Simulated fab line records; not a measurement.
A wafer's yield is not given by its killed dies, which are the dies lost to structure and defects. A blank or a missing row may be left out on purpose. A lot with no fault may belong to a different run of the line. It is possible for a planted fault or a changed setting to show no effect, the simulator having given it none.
Comparing a struck lot with a sound one / flow n5-finfet / 20 steps out of a route of 1938
Sound: the wafers L868.2, L868.4, L868.5. Struck: wafer L875.1. (L875.5 of the same lot was not struck and is left out.) The cause comes at the end.
Per side, at each step with rows, come the tool, then ch with its chambers, and then its first start. Under that, the readings that differ: sound wafers / struck wafers / difference of the means / sigmas: that difference in standard deviations of wafers without a fault.
alike: same words and numbers on both sides, and readings whose means sit less than 2 such deviations apart. not compared: any withheld reading, any reading some wafer has no value for, any bound like >300 that may hide the same value, and any number with overlapping values for which the record gives no deviation.
The two part at a step that has a row with sigmas, a row that says differs or no value, or rows on one side only. Numbers that have no deviation but don't overlap get no sigmas and don't part them. A reading missing from all wafers of one side parts the sides only when that side holds two or more wafers.

first, 6 steps without rows for these wafers: N5_BEOL_M0_SAQP_COAT_34 (resist thk 30 nm); N5_BEOL_M0_SAQP_EBR_36; N5_BEOL_M0_SAQP_SOFTBAKE_35 (time 60 s); N5_BEOL_M0_SAQP_EXPOSE_37 (exposes mask M0 CUT1, target cd 30 nm); N5_BEOL_M0_SAQP_PEB_38 (peb time 60 s); N5_BEOL_M0_SAQP_DEVELOP_39 (develop time 30 s).
N5_BEOL_M0_SAQP_CD_MEAS_40: the cd target is 30 nm.
  sound on cd-sem-03 ch 0, day 7 06:59; struck on cd-sem-03 ch 0, day 9 07:26
  alike: cd-nm
N5_BEOL_M0_SAQP_OVL_MEAS_41:
  sound on overlay-01 ch 0, day 7 07:01; struck on overlay-02 ch 0, day 9 07:28
  alike: M0_CUT1_OVL
N5_BEOL_M0_SAQP_INSPECT_42: inspects for defects (brightfield).
  sound on defect-inspect-01, day 7 07:05; struck on defect-inspect-02, day 9 07:32
  alike: raw-defect-count
N5_BEOL_M0_SAQP_DESCUM_45: chemistry O2, time 7 s.
  sound on rie-diel-05 ch 0,3, day 7 07:07; struck on rie-diel-05 ch 0, day 9 07:34
  alike: drypump-motor-current-A, oes-product-au, rf-vpp-V, showerhead-plenum-p-Torr, throttle-valve-pct
  not compared: rf-hours-counter-h
N5_BEOL_M0_SAQP_ETCH_88: etches underlayer in N2/H2, target depth 6.5 nm, time 5.2 s.
  sound on rie-diel-05 ch 0,3, day 7 07:08; struck on rie-diel-05 ch 0, day 9 07:36
  alike: drypump-motor-current-A, etch-rf-on-time-s, oes-product-au, rf-vpp-V, showerhead-plenum-p-Torr, throttle-valve-pct
  not compared: rf-hours-counter-h
N5_BEOL_M0_SAQP_ETCH_73: etches SiARC in CF4, target depth 19.5 nm, time 32.5 s.
  sound on rie-diel-05 ch 0,3, day 7 07:10; struck on rie-diel-05 ch 0, day 9 07:37
  alike: cf4-flow-sccm, drypump-motor-current-A, etch-rf-on-time-s, oes-product-au, rf-vpp-V, showerhead-plenum-p-Torr, throttle-valve-pct
  not compared: rf-hours-counter-h
N5_BEOL_M0_SAQP_CUT_ETCH_46: etches SOC in N2/H2, target depth 135 nm, overetch 27 nm, time 202.5 s.
  sound on rie-diel-05 ch 0,3, day 7 07:11; struck on rie-diel-05 ch 0, day 9 07:39
reading=model.SiARC_of_BEOL_M0_SAQP_COAT_72.thk-nm (nm); sound=4.8 5.4 4.8; struck=6.6; difference=+1.6; sigmas=
reading=model.BEOL_M0_SAQP.cd-nm (nm); sound=29.6 29.8 30; struck=29; difference=-1; sigmas=
  alike: drypump-motor-current-A, rf-vpp-V, showerhead-plenum-p-Torr, throttle-valve-pct
  not compared: rf-hours-counter-h
then, 2 steps without rows for these wafers: N5_BEOL_M0_SAQP_STRIP_74 (strips in N2/H2); N5_BEOL_M0_SAQP_STRIP_89 (strips in N2/H2).
N5_BEOL_M0_SAQP_ALD_48: deposits SiO2, target thk 20 nm, pulse time 1 s, co reactant pulse time 1 s.
  sound on ald-sin-03 ch 0,1,3, day 7 07:23; struck on ald-sin-02 ch 3, day 9 07:51
  alike: heater-power-w, precursor-pulse-height-rel
N5_BEOL_M0_SAQP_ETCH_49: etches SiO2 in CF4/O2, target depth 37 nm.
  sound on rie-diel-06 ch 2,3, day 7 07:55; struck on rie-diel-06 ch 1, day 9 08:29
reading=showerhead-plenum-p-Torr (Torr); sound=2.23 2.30 2.23; struck=2.05; difference=-0.20; sigmas=-3
reading=model.BEOL_M0_SAQP.cd-nm (nm); sound=29.6 29.6 30; struck=29; difference=-1; sigmas=
  alike: cf4-flow-sccm, drypump-motor-current-A, oes-product-au, rf-vpp-V, throttle-valve-pct
  not compared: rf-hours-counter-h
N5_BEOL_M0_SAQP_STRIP_75: strips in CF4.
  sound on rie-diel-06 ch 2,3, day 7 08:01; struck on rie-diel-06 ch 1, day 9 08:35
reading=rf-vpp-V (V); sound=271.5 271.7 271.6; struck=268.1; difference=-3.5; sigmas=-2
reading=showerhead-plenum-p-Torr (Torr); sound=1.80 1.86 1.80; struck=1.68; difference=-0.14; sigmas=-2
  alike: cf4-flow-sccm, drypump-motor-current-A, oes-product-au, throttle-valve-pct
  not compared: rf-hours-counter-h
-- here the record skips 3 days between the struck wafers' starts before and after, leaving off in module BEOL_M0_SAQP and picking up in module BEOL_M4 (first step shown: number 1111 of the route) --
N5_BEOL_M4_RC_MEAS_101:
  sound on prober-01 ch 0, day 10 17:23; struck on prober-01 ch 0, day 12 06:58
  alike: DIBL_N, DIBL_P, IOFF_N, IOFF_P, ION_N, ION_P, SS_N, SS_P, VT_N, VT_P
-- the record jumps here: 4 days lie between the struck wafers' starts before and after (it left off in module BEOL_M4 and takes up again in module PASSIVATION, whose first step shown is number 1936 of the route) --
N5_PASSIVATION_PROBE_49:
  only the struck wafers here have rows in the record (prober-01, day 16 15:19); the sound ones have none

WHERE THEY PART
Earliest at N5_BEOL_M0_SAQP_ETCH_49; latest, in this record, at N5_PASSIVATION_PROBE_49.

WHY: whatever the simulator had introduced
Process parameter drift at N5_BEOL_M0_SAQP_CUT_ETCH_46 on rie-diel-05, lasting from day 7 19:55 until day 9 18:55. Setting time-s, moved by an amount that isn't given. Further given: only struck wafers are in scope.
